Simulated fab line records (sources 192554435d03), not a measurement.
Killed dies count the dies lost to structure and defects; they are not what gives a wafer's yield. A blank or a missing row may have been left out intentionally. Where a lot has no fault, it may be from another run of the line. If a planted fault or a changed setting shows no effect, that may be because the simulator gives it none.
A lot that was struck, set against a sound lot :: flow n5_finfet :: 15 out of 1938 route steps
Sound: the wafers L438.1, L438.2, L438.3. Struck: wafer L450.1 (left out: L450.3, L450.6 of the same lot, which were not struck); the cause appears at the end.
Per side, at each step with rows, come the tool, then ch with its chambers, and then its first start. Under that, the readings that differ: sound wafers :: struck wafers :: difference of the means :: sigmas: that difference in standard deviations of wafers without a fault.
alike: a reading whose means differ by less than 2 such deviations, as well as words and numbers matching on both sides. not compared: withheld readings; readings where some wafer has no value; bounds like >300 that might hide an equal value; numbers whose values overlap and for which the record gives no deviation.
The two part at a step that has a row with sigmas, a row that says differs or no value, or rows on one side only. When numbers do not overlap yet have no deviation, they are printed without sigmas and do not part them. A reading missing from all wafers of one side parts the sides only when that side holds two or more wafers.

first, 5 steps without rows for these wafers: N5_BEOL_M11_EBR_24; N5_BEOL_M11_SOFTBAKE_23 (time 60 s); N5_BEOL_M11_EXPOSE_25 (exposes mask V10); N5_BEOL_M11_PEB_26 (peb time 60 s); N5_BEOL_M11_DEVELOP_27 (develop time 30 s).
N5_BEOL_M11_CD_MEAS_28 targets a cd of 70 nm.
  sound on cd_sem-02 ch 0, day 11 07:07; struck on cd_sem-03 ch 0, day 14 12:26
  alike: cd_nm
N5_BEOL_M11_OVL_MEAS_29:
  sound on overlay-01 ch 0, day 11 07:09; struck on overlay-01 ch 0, day 14 12:28
  alike: V10_OVL
N5_BEOL_M11_INSPECT_30: inspects for defects (brightfield).
  sound on defect_inspect-01, day 11 07:11; struck on defect_inspect-02, day 14 12:29
  alike: raw_defect_count
N5_BEOL_M11_DESCUM_33: chemistry O2, time 7.9 s.
  sound on rie_diel-06 ch 0,1,2, day 11 07:13; struck on rie_diel-06 ch 2, day 14 12:31
  alike: drypump_motor_current_A, oes_product_au, rf_vpp_V, showerhead_plenum_p_Torr, throttle_valve_pct
  not compared: rf_hours_counter_h
N5_BEOL_M11_ETCH_65: etches SiARC in CF4, target depth 39 nm, time 65 s.
  sound on rie_diel-06 ch 0,1,2, day 11 07:15; struck on rie_diel-06 ch 2, day 14 12:34
  alike: drypump_motor_current_A, etch_rf_on_time_s, oes_product_au, rf_vpp_V, showerhead_plenum_p_Torr, throttle_valve_pct
  not compared: rf_hours_counter_h
N5_BEOL_M11_ETCH_66: etches SOC in N2/H2, target depth 120 nm, overetch 24 nm, time 180 s.
  sound on rie_diel-06 ch 0,1,2, day 11 07:18; struck on rie_diel-06 ch 2, day 14 12:37
  alike: drypump_motor_current_A, h2_flow_sccm, oes_product_au, rf_vpp_V, showerhead_plenum_p_Torr, throttle_valve_pct
  not compared: rf_hours_counter_h
then, 1 step without rows for these wafers: N5_BEOL_M11_STRIP_69 (strips in N2/H2).
N5_BEOL_M11_VIA_ETCH_34: etches SiCOH lowk in C4F6/O2, target depth 184.5 nm, time 69.2 s.
  sound on rie_diel-06 ch 0,1,2, day 11 07:25; struck on rie_diel-06 ch 2, day 14 12:44
reading: model.etch.depth_nm (nm)
sound: 183 189.1 186.4
struck: 156.7
difference: -29.5
sigmas: 

reading: model.SOC_of_BEOL_M11_COAT_63.thk_nm (nm)
sound: 91.8 91.8 91.8
struck: 92.6
difference: +0.8
sigmas: 
  alike: C4F6_flow_sccm, drypump_motor_current_A, oes_product_au, rf_vpp_V, showerhead_plenum_p_Torr, throttle_valve_pct
  not compared: rf_hours_counter_h
then, 1 step without rows for these wafers: N5_BEOL_M11_STRIP_73 (strips in C4F6/O2).
N5_PASSIVATION_PROBE_49:
  rows exist in the record for the struck wafers here (prober-01, day 16 12:00), but not for the sound ones

WHERE THEY PART
Within this record, at N5_PASSIVATION_PROBE_49 only.

WHY: the cause the simulator had injected
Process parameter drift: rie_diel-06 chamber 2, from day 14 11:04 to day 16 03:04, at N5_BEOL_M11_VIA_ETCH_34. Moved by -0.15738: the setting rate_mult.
